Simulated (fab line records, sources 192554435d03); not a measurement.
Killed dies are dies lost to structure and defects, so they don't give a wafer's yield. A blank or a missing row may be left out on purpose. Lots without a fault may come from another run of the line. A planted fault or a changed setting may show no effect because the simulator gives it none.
Split-lot experiment | flow n5_finfet | 7 lots, 21 wafers read, on a route of 1938 steps

THE SPLIT
At N5_FIN_SAQP_PEB_14 (peb time 60 s), the setting peb_time_s was moved away from the recipe's 60 s on 6 of the 21 wafers read, by -19.4% to +21.6%. The other wafers ran this setting at the recipe's value.

FROM THE SPLIT TO THE READING: what the file shows between them, 1 step
- N5_FIN_SAQP_DEVELOP_15: develop time 30 s

THE READING
cd_nm, in nm, at N5_FIN_SAQP_CD_MEAS_16 (target cd 35.6 nm). Fault-free wafers of this fab line usually give 35.7 nm, standard deviation 0.31 nm.

wafer  | tool, chamber at the split | peb_time_s as run, s | against the recipe | cd_nm, nm | against lot-mates on the recipe
L075.2 | litho_track-05, 0          | 60                   | recipe             | 35.5      | -
L075.5 | litho_track-05, 0          | 60                   | recipe             | 35.6      | -
L075.6 | litho_track-05, 0          | 72.99                | +21.6%             | 33.3      | -2.2
L076.2 | litho_track-03, 0          | 60                   | recipe             | 35.7      | -
L076.5 | litho_track-03, 0          | 60                   | recipe             | 35.9      | -
L076.6 | litho_track-03, 0          | 60                   | recipe             | 35.6      | -
L078.1 | litho_track-03, 0          | 60                   | recipe             | 35.6      | -
L078.3 | litho_track-03, 0          | 52.61                | -12.3%             | 37.6      | +2.0
L078.6 | litho_track-03, 0          | 60                   | recipe             | 35.6      | -
L081.1 | litho_track-05, 0          | 48.37                | -19.4%             | 38.6      | +3.0
L081.4 | litho_track-05, 0          | 60                   | recipe             | 35.5      | -
L081.6 | litho_track-05, 0          | 60                   | recipe             | 35.7      | -
L085.1 | litho_track-05, 0          | 69.2                 | +15.3%             | 34.2      | -1.5
L085.3 | litho_track-05, 0          | 60                   | recipe             | 36.0      | -
L085.6 | litho_track-05, 0          | 60                   | recipe             | 35.5      | -
L096.1 | litho_track-05, 0          | 60                   | recipe             | 35.6      | -
L096.3 | litho_track-05, 0          | 60                   | recipe             | 36.0      | -
L096.4 | litho_track-05, 0          | 48.35                | -19.4%             | 39.6      | +3.8
L097.2 | litho_track-03, 0          | 48.92                | -18.5%             | 39.0      | +3.0
L097.3 | litho_track-03, 0          | 60                   | recipe             | 36.1      | -
L097.6 | litho_track-03, 0          | 60                   | recipe             | 36.0      | -

THE FIT
A straight line over all 21 wafers: cd_nm changes by -0.146 nm for each +1% of peb_time_s; r = -0.97; the points scatter about the line by 0.37 nm.
The same after taking each lot's own level away (the mean of its wafers on the recipe; 21 wafers): -0.143 nm for each +1%; r = -0.97; scatter 0.34 nm.
On that fit, the largest move of peb_time_s shifts the reading by 3.1 nm.
The lots' own levels span 35.55 to 36.05 nm, that is 1.6 times the standard deviation above.
So the lot-to-lot level changes the slope little: the two slopes agree.
Check: with one of the wafers moved furthest among these (+21.6%) left out of the fit, the line predicts -3.27 nm for it against its lot-mates. It came out at -2.25 nm against them.

OTHER SPLITS ON THESE WAFERS
These wafers also went through other splits before the reading. Each is held against what the fit with the lots' levels taken away leaves over:
other split on the same wafers           | wafers away from the commonest value | r with cd_nm (lot level and that fit taken away)
N5_WELL_APT_COAT_02 spin_rpm             | 4                                    | -0.59
N5_WELL_APT_PEB_06 peb_temp_c            | 8                                    | -0.21
N5_PMOS_HMC_CHANNEL_EPI_HM_DEP_34 time_s | 3                                    | +0.10
N5_PMOS_HMC_CHANNEL_EPI_COAT_31 spin_rpm | 7                                    | +0.06

THE FILE'S OWN FIT
cd_nm changes by -0.145 nm for each +1% of peb_time_s, r = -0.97.
